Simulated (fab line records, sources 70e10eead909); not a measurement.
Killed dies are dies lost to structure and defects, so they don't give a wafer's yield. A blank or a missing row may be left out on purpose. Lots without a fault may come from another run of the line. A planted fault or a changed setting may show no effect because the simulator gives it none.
Which tool did it? | flow nand_harc | 12 lots, 36 wafers sampled, at 5 steps of a route of 1159

WHAT THE GAUGES READ, wafer by wafer
NHARC_END_SORT_01.
lot  | measured     | on        | killed_at_array | killed_at_other | killed_at_periphery | killed_dies | killed_open | killed_short
L716 | day 22 18:27 | prober-02 | 34 656 664      | 0 1 0           | 5 7 1               | 39 664 665  | 2 5 4       | 1 1 0

WHICH TOOL RAN EACH LOT (tool, then ch and the chambers of the sampled wafers, then the start)
lot  | NHARC_A_CONTACT_ETCH_89                       | NHARC_A_CONTACT_ETCH_134             | NHARC_A_CONTACT_ETCH_110           | NHARC_A_CONTACT_CVD_19
L701 | rie_diel-01 ch 2,3, day 16 21:34 or earlier   | har_cap_etch-02 ch 0,1, day 16 21:34 | rie_diel-01 ch 1,2,3, day 16 23:08 | cvd_w-01 ch 0,1, no start
L704 | rie_diel-01 ch 0,1,2, day 17 06:52 or earlier | har_cap_etch-03 ch 0,1, day 17 06:52 | rie_diel-12 ch 1,3, day 17 09:07   | cvd_w-02 ch 0,1, no start
L702 | rie_diel-01 ch 0,3, day 17 08:40 or earlier   | har_cap_etch-01 ch 0,1, day 17 08:40 | rie_diel-01 ch 0,2,3, day 17 10:13 | cvd_w-02 ch 0,1, no start
L703 | rie_diel-01 ch 0,1,3, day 17 17:00 or earlier | har_cap_etch-02 ch 0,1, day 17 17:00 | rie_diel-12 ch 0,2,3, day 17 18:46 | cvd_w-02 ch 0,1, no start
L705 | rie_diel-01 ch 1,2,3, day 17 18:44 or earlier | har_cap_etch-01 ch 0,1, day 17 18:44 | rie_diel-01 ch 0,1,2, day 17 20:26 | cvd_w-02 ch 0,1, no start
L707 | rie_diel-01 ch 1,2, day 18 13:21 or earlier   | har_cap_etch-01 ch 0,1, day 18 13:21 | rie_diel-01 ch 1,2, day 18 15:16   | cvd_w-02 ch 0,1, no start
L706 | rie_diel-12 ch 1,2,3, day 18 23:13 or earlier | har_cap_etch-03 ch 0,1, day 18 23:13 | rie_diel-01 ch 2,3, day 19 00:56   | cvd_w-01 ch 0,1, no start
L716 | rie_diel-01 ch 1,2,3, day 20 08:56 or earlier | har_cap_etch-01 ch 0,1, day 20 08:56 | rie_diel-01 ch 0,2, day 20 10:55   | cvd_w-01 ch 0,1, day 22 18:27 or earlier
L719 | rie_diel-02 ch 0,2,3, day 21 14:02 or earlier | har_cap_etch-03 ch 0,1, day 21 14:02 | rie_diel-12 ch 1,2,3, day 21 15:40 | cvd_w-01 ch 0,1, no start
L722 | rie_diel-12 ch 0,1,3, day 22 09:14 or earlier | har_cap_etch-01 ch 1, day 22 09:14   | rie_diel-12 ch 0,3, day 22 10:49   | cvd_w-01 ch 0,1, no start
L723 | rie_diel-01 ch 1,3, day 23 08:19 or earlier   | har_cap_etch-01 ch 0,1, day 23 08:19 | rie_diel-02 ch 0,1, day 23 09:57   | cvd_w-01 ch 0, no start
L724 | rie_diel-01 ch 2,3, day 24 00:59 or earlier   | har_cap_etch-01 ch 0,1, day 24 00:59 | rie_diel-01 ch 2,3, day 24 02:40   | cvd_w-01 ch 0,1, no start
- NHARC_A_CONTACT_ETCH_89: etches the open film in N2/H2, target depth 260 nm, time 475.3 s.
- NHARC_A_CONTACT_ETCH_134: etches the open film in C4F8/O2/Ar, time 140 s, target depth 700 nm.
- NHARC_A_CONTACT_ETCH_110: etches the open film in CF4/O2, target depth 50 nm, overetch 5 nm, time 27.5 s.
- NHARC_A_CONTACT_CVD_19: deposits W, target thk 300 nm, time 802 s.

WHAT THE TOOLS THEMSELVES READ (means of the sampled wafers that have a number; where no wafer has one, the mark that the record gives instead)
NHARC_A_CONTACT_ETCH_89.
lot  | tool        | bias_w (W) | drypump_motor_current_A (A) | oes_product_au (a.u.) | rf_vpp_V (V) | showerhead_plenum_p_Torr (Torr) | throttle_valve_pct (%)
L701 | rie_diel-01 | 150.4      | 5.8                         | 0.999                 | 428.7        | 1.97                            | 14.164
L704 | rie_diel-01 | 149.9      | 5.4                         | 1.004                 | 430.5        | 2.04                            | 14.165
L702 | rie_diel-01 | 149.6      | 5.9                         | 0.998                 | 429.9        | 2.00                            | 14.170
L703 | rie_diel-01 | 149.9      | 5.7                         | 0.997                 | 430.4        | 2.04                            | 14.174
L705 | rie_diel-01 | 150.0      | 5.6                         | 1.002                 | 430.4        | 2.02                            | 14.172
L707 | rie_diel-01 | 150.0      | 5.2                         | 1.005                 | 430.4        | 2.02                            | 14.176
L706 | rie_diel-12 | 150.3      | 5.6                         | 1.011                 | 429.0        | 1.99                            | 14.170
L716 | rie_diel-01 | 149.9      | 5.6                         | 0.993                 | 430.1        | 2.02                            | 14.167
L719 | rie_diel-02 | 149.8      | 6.0                         | 1.005                 | 432.4        | 2.09                            | 14.174
L722 | rie_diel-12 | 150.3      | 6.0                         | 1.017                 | 428.4        | 2.00                            | 14.163
L723 | rie_diel-01 | 149.5      | 5.9                         | 0.999                 | 430.5        | 2.01                            | 14.168
L724 | rie_diel-01 | 150.4      | 5.8                         | 1.014                 | 428.0        | 1.96                            | 14.177

NHARC_A_CONTACT_ETCH_110.
lot  | tool        | bias_w (W) | drypump_motor_current_A (A) | oes_product_au (a.u.) | rf_vpp_V (V) | showerhead_plenum_p_Torr (Torr) | throttle_valve_pct (%)
L701 | rie_diel-01 | 99.9       | 5.6                         | 0.999                 | 197.4        | 1.32                            | 13.401
L704 | rie_diel-12 | 100.0      | 5.7                         | 1.001                 | 196.7        | 1.31                            | 13.405
L702 | rie_diel-01 | 100.1      | 5.7                         | 1.005                 | 197.3        | 1.30                            | 13.387
L703 | rie_diel-12 | 100.1      | 6.1                         | 0.998                 | 196.1        | 1.29                            | 13.394
L705 | rie_diel-01 | 100.3      | 5.4                         | 1.002                 | 197.2        | 1.33                            | 13.399
L707 | rie_diel-01 | 100.2      | 5.2                         | 1.004                 | 197.3        | 1.32                            | 13.399
L706 | rie_diel-01 | 100.2      | 5.8                         | 0.999                 | 197.1        | 1.29                            | 13.399
L716 | rie_diel-01 | 99.9       | 5.5                         | 0.960                 | 198.0        | 1.31                            | 13.395
L719 | rie_diel-12 | 99.8       | 5.6                         | 1.002                 | 196.8        | 1.30                            | 13.386
L722 | rie_diel-12 | 99.8       | 6.2                         | 1.001                 | 196.6        | 1.29                            | 13.388
L723 | rie_diel-02 | 99.9       | 6.7                         | 1.007                 | 196.9        | 1.29                            | 13.403
L724 | rie_diel-01 | 99.7       | 5.8                         | 1.013                 | 197.2        | 1.29                            | 13.395

NHARC_A_CONTACT_CVD_19.
lot  | tool     | heater_power_w (W) | mfc_h2_sccm (sccm) | mfc_wf6_sccm (sccm) | throttle_valve_pct (%)
L701 | cvd_w-01 | 506                | 1594               | 40.02               | 7.91
L704 | cvd_w-02 | 528                | 1600               | 39.98               | 7.55
L702 | cvd_w-02 | 534                | 1605               | 39.88               | 7.55
L703 | cvd_w-02 | 538                | 1596               | 40.03               | 7.56
L705 | cvd_w-02 | 534                | 1592               | 40.01               | 7.67
L707 | cvd_w-02 | 527                | 1602               | 39.92               | 7.71
L706 | cvd_w-01 | 522                | 1599               | 39.94               | 7.93
L716 | cvd_w-01 | 488                | 1596               | 40.14               | 7.89
L719 | cvd_w-01 | 521                | 1609               | 39.98               | 7.74
L722 | cvd_w-01 | 504                | 1591               | 40.10               | 7.83
L723 | cvd_w-01 | 483                | 1598               | 40.06               | 7.89
L724 | cvd_w-01 | 534                | 1600               | 39.98               | 7.88

THE ANSWER, worked out from the rows above alone
Rule: what is usual is taken from the lots themselves. Put in order of their means at a reading, lots are off if they are a third of the lots or fewer, leave a main group of 4 or more, and stand apart from it by a gap of 3 or more times the standard deviation of the main group's means; of several such gaps the widest counts. A main group whose means are all the same, to the digits that the tables above print for the reading, isn't used. A lot without any number at a reading at which 4 lots or more have one is off too. The other lots that the step has rows for count as sound. The gauges are gone through in route order, then the tools' own readings, and for those a lot's mean is taken as printed above. The first step at which some lot is off is used, and at that step the reading that is off furthest; a lot without a number counts as furthest.
Off: L716, at NHARC_A_CONTACT_ETCH_110 (oes_product_au). The main group: mean 1.003 a.u., standard deviation 0.0041.
A tool fits if, at that step or a process step before it, it ran every lot that is off, and no sound lot after the first of them. NHARC_A_CONTACT_ETCH_89 gives no start for some lots, so the hours and the order of its lots are those of NHARC_A_CONTACT_ETCH_134. None of those tried fits.

WHAT THE SIMULATOR HAD PUT IN
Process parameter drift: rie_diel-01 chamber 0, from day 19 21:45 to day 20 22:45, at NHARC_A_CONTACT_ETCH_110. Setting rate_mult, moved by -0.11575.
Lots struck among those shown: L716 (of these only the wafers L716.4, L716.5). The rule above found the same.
